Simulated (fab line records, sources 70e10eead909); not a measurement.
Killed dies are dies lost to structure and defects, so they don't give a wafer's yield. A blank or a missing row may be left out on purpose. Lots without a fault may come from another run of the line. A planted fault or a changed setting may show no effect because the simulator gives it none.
Which tool did it? | flow nand_harc | 6 lots, 18 wafers sampled, at 4 steps of a route of 1159

WHAT THE GAUGES READ, wafer by wafer
NHARC_P_M0_INSPECT_11.
lot  | measured     | on                | raw_defect_count
L694 | day 6 08:24  | defect_inspect-01 | 3 2 1
L699 | day 7 11:43  | defect_inspect-02 | 3 2 4
L703 | day 8 03:38  | defect_inspect-02 | 848 897 837
L707 | day 9 22:52  | defect_inspect-01 | 879 823 813
L712 | day 10 16:46 | defect_inspect-01 | 6 5 4
L714 | day 11 05:53 | defect_inspect-01 | 2 3 5

WHICH TOOL RAN EACH LOT (tool, then ch and the chambers of the sampled wafers, then the start)
lot  | NHARC_P_CONTACT_ETCH_18                       | NHARC_P_CONTACT_CMP_24        | NHARC_P_M0_DEP_00
L694 | rie_diel-07 ch 0,2,3, day 6 06:58 or earlier  | cmp-01 ch 0,2, day 6 06:58    | pecvd-04 ch 1,2, day 6 07:28
L699 | rie_diel-02 ch 1,2,3, day 7 10:24 or earlier  | cmp-04 ch 0,1, day 7 10:24    | pecvd-03 ch 1,2, day 7 10:52
L703 | rie_diel-13 ch 0,3, day 8 02:00 or earlier    | cmp-01 ch 0,3, day 8 02:00    | pecvd-04 ch 0,2, day 8 02:40
L707 | rie_diel-07 ch 2,3, day 9 21:35 or earlier    | cmp-01 ch 0,2,3, day 9 21:35  | pecvd-04 ch 0,1,2, day 9 22:02
L712 | rie_diel-02 ch 0,3, day 10 15:25 or earlier   | cmp-04 ch 0,2,3, day 10 15:25 | pecvd-02 ch 0,1, day 10 15:53
L714 | rie_diel-13 ch 0,2,3, day 11 04:32 or earlier | cmp-04 ch 1,2,3, day 11 04:32 | pecvd-02 ch 1,2, day 11 05:03
- NHARC_P_CONTACT_ETCH_18: etches the open film in C4F8/O2/Ar, target depth 481 nm, time 240.5 s.
- NHARC_P_CONTACT_CMP_24: polishes, t overpolish 30 s, target thk 200 nm.
- NHARC_P_M0_DEP_00: deposits SiOC, target thk 150 nm.

THE ANSWER, worked out from the rows above alone
Rule: what is usual is taken from the lots themselves. Put in order of their means at a reading, lots are off if they are a third of the lots or fewer, leave a main group of 4 or more, and stand apart from it by a gap of 3 or more times the standard deviation of the main group's means; of several such gaps the widest counts. A main group whose means are all the same, to the digits that the tables above print for the reading, isn't used. A lot without any number at a reading at which 4 lots or more have one is off too. The other lots that the step has rows for count as sound.
Off: L703, L707, at NHARC_P_M0_INSPECT_11 (raw_defect_count). The main group: mean 3.3, standard deviation 1.1.
A tool fits if, at a process step before that reading, it ran every lot that is off, and no sound lot after the first of them. The gauges at NHARC_P_M0_INSPECT_11 are tried like those tools. NHARC_P_CONTACT_ETCH_18 gives no start for some lots, so the hours and the order of its lots are those of NHARC_P_CONTACT_CMP_24. Can't be told from this: 2 tools fit, cmp-01 at NHARC_P_CONTACT_CMP_24, pecvd-04 at NHARC_P_M0_DEP_00.

WHAT THE SIMULATOR HAD PUT IN
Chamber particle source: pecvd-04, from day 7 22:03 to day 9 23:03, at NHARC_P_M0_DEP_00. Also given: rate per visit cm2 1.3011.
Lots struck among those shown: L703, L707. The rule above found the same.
